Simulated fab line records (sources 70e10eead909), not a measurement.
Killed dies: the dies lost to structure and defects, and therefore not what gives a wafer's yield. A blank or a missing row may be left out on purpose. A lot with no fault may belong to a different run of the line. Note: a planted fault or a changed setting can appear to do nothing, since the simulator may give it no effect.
Chamber matching | flow nand_harc | NHARC_A_M1_PRE_CLEAN_32 on pecvd-03: 3 sister chambers
The step time 12 s. 3 wafers are shown with their chamber, then 9 later ones without.

== EACH WAFER AND ITS CHAMBER ==
wafer  | chamber | heater_power_w (W)
L079.4 | 2       | 595
L079.5 | 0       | 746
L079.6 | 1       | 713

== WAFERS WITHOUT THEIR CHAMBER ==
wafer  | heater_power_w (W)
L086.1 | 707
L086.3 | 657
L086.6 | 664
L091.1 | 688
L091.2 | 634
L091.6 | 618
L097.3 | 739
L097.4 | 590
L097.6 | 743

== CHAMBER TAKEN BY EACH ==
wafer  | from the rows above          | in truth
L086.1 | can't be placed: 1 or 0      | 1
L086.3 | can't be placed: 1 or 2 or 0 | 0
L086.6 | can't be placed: 1 or 2 or 0 | 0
L091.1 | can't be placed: 1 or 0      | 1
L091.2 | can't be placed: 2 or 1      | 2
L091.6 | 2                            | 2
L097.3 | can't be placed: 0 or 1      | 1
L097.4 | 2                            | 2
L097.6 | can't be placed: 0 or 1      | 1
Correctly placed: 2 of 9. Cannot be placed on the basis of these rows: 7; the candidates contain the true chamber in 7. 0 placed wrongly.
How it was worked out, from the rows above alone: a wafer's distance from a chamber is the root of the sum, over the readings, of the square of ((its reading less the chamber's mean) divided by the reading's scatter). If the next closest chamber is less than 2 further off than the closest, the wafer can't be placed; otherwise it belongs to the closest. A chamber's mean is the mean of its shown wafers. The scatter: with one shown wafer a chamber, the root of the mean of the squares of how far each hidden wafer lies from its nearest shown one.
